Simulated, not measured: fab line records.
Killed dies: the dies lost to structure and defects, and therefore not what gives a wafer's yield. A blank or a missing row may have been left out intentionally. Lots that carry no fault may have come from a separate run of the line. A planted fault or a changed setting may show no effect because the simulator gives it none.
Struck lot and sound lot, side by side + flow n5Finfet + 15 steps out of a route of 1938
Sound: the wafers L623.1, L623.2, L623.5. Struck: wafers L632.1, L632.5, L632.6. At the end, the cause is stated.
Order at every step that has rows: each side's tool, ch and its chambers, its first start. Under that, the readings that differ: sound wafers + struck wafers + difference of the means + sigmas: that difference in standard deviations of wafers without a fault.
alike: words and numbers the same on both sides, and readings whose means are apart by under 2 such deviations; not compared: readings that were withheld, readings missing a value for some wafer, numbers with overlapping values and no deviation given by the record, and bounds like >300 which may hide the same value.
A row with sigmas, a row that says differs or no value, or rows on one side alone: a step with any of these is where the two part. Non-overlapping numbers with no deviation appear without sigmas and do not part them. A reading missing from all wafers of one side parts the sides only when that side holds two or more wafers.

N5_BEOL_M3_CD_MEAS_35: target cd 18 nm, target cd y 21 nm.
  sound: cdSem-03 at day 8 05:09; struck: cdSem-03 at day 11 09:08
  alike: cdNm
then, 1 step without rows for these wafers: N5_BEOL_M3_DEGAS_44 (time 60 s).
N5_BEOL_M3_PRE_CLEAN_45: time 30 s.
  sound: pvdSputter-02 at day 8 05:17; struck: pvdSputter-03 at day 11 09:14
  alike: heaterPowerW
then, 5 steps without rows for these wafers: N5_BEOL_M3_ALD_84 (deposits TaN, pulse time 2 s, purge time 3 s, co reactant purge time 2 s); N5_BEOL_M3_SURFACE_TREAT_85; N5_BEOL_M3_CVD_47 (deposits Co from CCTBA/H2, target thk 3 nm, time 223.8 s); N5_BEOL_M3_SPUTTER_48 (material Cu, target thk 4.5 nm, time 8.29 s); N5_BEOL_M3_ANNEAL_49 (time 240 s).
N5_BEOL_M3_SPUTTER_79: material Cu, target thk 4.5 nm, time 8.29 s.
  sound: pvdSputter-01 at day 8 06:31; struck: pvdSputter-02 at day 11 10:21
  alike: chamberPressurePa, chuckGasFlowSccm, throttleValvePct
N5_BEOL_M3_ANNEAL_80: time 240 s.
  sound: pvdSputter-01 at day 8 06:36; struck: pvdSputter-02 at day 11 10:26
  alike: heaterPowerW
then, 1 step without rows for these wafers: N5_BEOL_M3_SPUTTER_81 (material Cu, target thk 4.5 nm, time 8.29 s).
N5_BEOL_M3_ANNEAL_82: time 240 s.
  sound: pvdSputter-01 at day 8 06:49; struck: pvdSputter-02 at day 11 10:39
  alike: heaterPowerW
N5_BEOL_M3_SPUTTER_86: material Cu, target thk 4.5 nm, time 8.29 s.
  sound: pvdSputter-01 at day 8 06:58; struck: pvdSputter-02 at day 11 10:47
  no value came back on the struck wafers for chamberPressurePa (Pa), chuckGasFlowSccm (sccm), throttleValvePct (%); on the sound wafers chamberPressurePa (Pa) reads 0.07011 0.07008 0.07002
N5_BEOL_M3_ANNEAL_87: time 240 s.
  sound: pvdSputter-01 at day 8 07:02; struck: pvdSputter-02 at day 11 10:52
  alike: heaterPowerW
-- here the record skips 6 days between the struck wafers' starts before and after, leaving off in module BEOL_M3 and picking up in module PASSIVATION (first step shown: number 1936 of the route) --
N5_PASSIVATION_PROBE_49:
  sound: prober-02 at day 13 22:37; struck: prober-02 at day 17 04:50
| reading                 | sound          | struck         | difference | sigmas |
|-------------------------|----------------|----------------|------------|--------|
| defectLimitedYield (%)  | 90.6 89.7 87.5 | 92.5 94.0 93.6 | +4.1       | +3     |
| killed_at_M0_to_M3      | 52 54 60       | 50 20 26       | -23        | -2     |
| killedDies              | 111 122 147    | 89 71 75       | -48        | -3     |
| killedOpen              | 59 89 95       | 52 43 45       | -34        | -3     |
| killedShort             | 51 31 49       | 24 25 23       | -20        | -2     |
| sort_bin_5_function (%) | 5.5 6.4 7.6    | 4.7 3.6 3.6    | -2.5       | -3     |
| sortNPass               | 1069 1058 1033 | 1091 1109 1105 | +48        | +3     |
| sortYieldPct (%)        | 90.6 89.7 87.5 | 92.5 94.0 93.6 | +4.1       | +3     |
  alike: killed_at_M4_up, killedAtContacts, killedAtFrontEnd, killedAtOther, sort_bin_6_memory

== WHERE THEY PART ==
Last at N5_PASSIVATION_PROBE_49 as far as this record goes, first at N5_BEOL_M3_SPUTTER_86.

WHY: the cause the simulator had injected
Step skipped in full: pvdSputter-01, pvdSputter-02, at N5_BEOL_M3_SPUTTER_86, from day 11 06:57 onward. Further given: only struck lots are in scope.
